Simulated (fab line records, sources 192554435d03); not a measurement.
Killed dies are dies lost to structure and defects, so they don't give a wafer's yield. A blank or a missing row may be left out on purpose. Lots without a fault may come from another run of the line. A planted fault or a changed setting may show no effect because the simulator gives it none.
Chamber matching | flow n5_finfet | N5_BEOL_M11_CURE_72 on uv_cure-01: 3 sister chambers
The step cures SiCOH lowk, time 120 s. 6 wafers are shown with their chamber, then 9 later ones without.

WAFERS WITH THEIR CHAMBER
wafer  | chamber | wafer_temp_C_max | lamp_power_pct (%)
L076.3 | 0       | 372.4            | 52.31
L076.5 | 0       | 372.1            | 52.27
L081.5 | 1       | 373.0            | 52.32
L081.6 | 1       | 372.4            | 52.33
L084.3 | 2       | 371.4            | 52.29
L084.4 | 2       | 371.2            | 52.25

WAFERS WITHOUT THEIR CHAMBER
wafer  | wafer_temp_C_max | lamp_power_pct (%)
L085.1 | 372.9            | 52.32
L085.2 | 373.8            | 52.34
L085.5 | 373.1            | 52.28
L086.2 | 372.1            | 52.26
L086.4 | 373.1            | 52.29
L086.6 | 373.0            | 52.26
L089.1 | 373.2            | 52.36
L089.2 | 372.5            | 52.27
L089.6 | 371.8            | 52.21

WHICH CHAMBER EACH WENT THROUGH
wafer  | from the rows above     | in truth
L085.1 | can't be placed: 1 or 0 | 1
L085.2 | can't be placed: 1 or 0 | 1
L085.5 | can't be placed: 1 or 0 | 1
L086.2 | can't be placed: 0 or 2 | 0
L086.4 | can't be placed: 1 or 0 | 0
L086.6 | can't be placed: 0 or 1 | 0
L089.1 | 1                       | 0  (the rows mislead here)
L089.2 | can't be placed: 0 or 1 | 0
L089.6 | can't be placed: 2 or 0 | 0
Placed correctly: 0 of 9. Can't be placed from these rows: 8 (the true chamber is among the candidates in 8). Placed wrongly: 1.
How it was worked out, from the rows above alone: a wafer's distance from a chamber is the root of the sum, over the readings, of the square of ((its reading less the chamber's mean) divided by the reading's scatter). The wafer belongs to the nearest chamber; if the next one is less than 2 further off, it can't be placed. A chamber's mean is the mean of its shown wafers. The scatter: the root of (the sum of the squares of (reading less its chamber's mean) over the shown wafers, divided by (wafers less chambers)).
